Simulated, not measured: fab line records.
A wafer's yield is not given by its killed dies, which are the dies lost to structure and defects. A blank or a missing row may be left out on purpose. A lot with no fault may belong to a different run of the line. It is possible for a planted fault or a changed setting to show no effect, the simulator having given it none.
Which tool is to blame? | flow n5 finfet | route of 1938 steps, sampled at 1 step: 12 lots, 36 wafers

WHAT THE GAUGES READ, wafer by wafer
N5_BEOL_M10_OVL_MEAS_12.
lot  | measured     | on         | M10_OVL (nm)
L075 | day 9 19:47  | overlay-01 | 0.4 0.3 -0.2
L078 | day 10 09:42 | overlay-02 | -0.3 -0.7 -0.8
L080 | day 10 18:56 | overlay-02 | 0.3 -0.5 -0.1
L082 | day 11 21:37 | overlay-01 | -1.3 -0.2 0.0
L083 | day 12 02:09 | overlay-01 | 0.2 0.3 0.6
L085 | day 12 15:25 | overlay-02 | 0.2 -0.9 -1.3
L087 | day 13 00:20 | overlay-01 | -0.3 -0.8 -0.7
L088 | day 13 14:29 | overlay-01 | 0.5 0.1 1.5
L091 | day 13 22:40 | overlay-02 | -0.8 -0.7 -0.8
L093 | day 14 19:05 | overlay-01 | -0.5 0.5 0.1
L095 | day 15 13:22 | overlay-01 | -0.2 0.7 0.4
L096 | day 15 17:26 | overlay-02 | -0.1 -1.5 0.2

WHICH TOOL RAN EACH LOT (tool, then ch and the chambers of the sampled wafers, then the start)
Before these readings, the record contains no process step.

THE ANSWER, worked out from the rows above alone
Rule: what is usual is taken from the lots themselves. The widest of any qualifying gaps counts: lots, ordered by their means at a reading, are off when they make up no more than a third of the lots, leave a main group of 4 or more, and stand apart from it by 3 or more times the standard deviation of that group's means. If all means in a main group match to the digits the tables above print for the reading, that group is not used. A lot without any number at a reading at which 4 lots or more have one is off too. The other lots that the step has rows for count as sound.
Nothing can be told from this: no lot is off at any reading shown.

WHAT WAS PUT IN BY THE SIMULATOR
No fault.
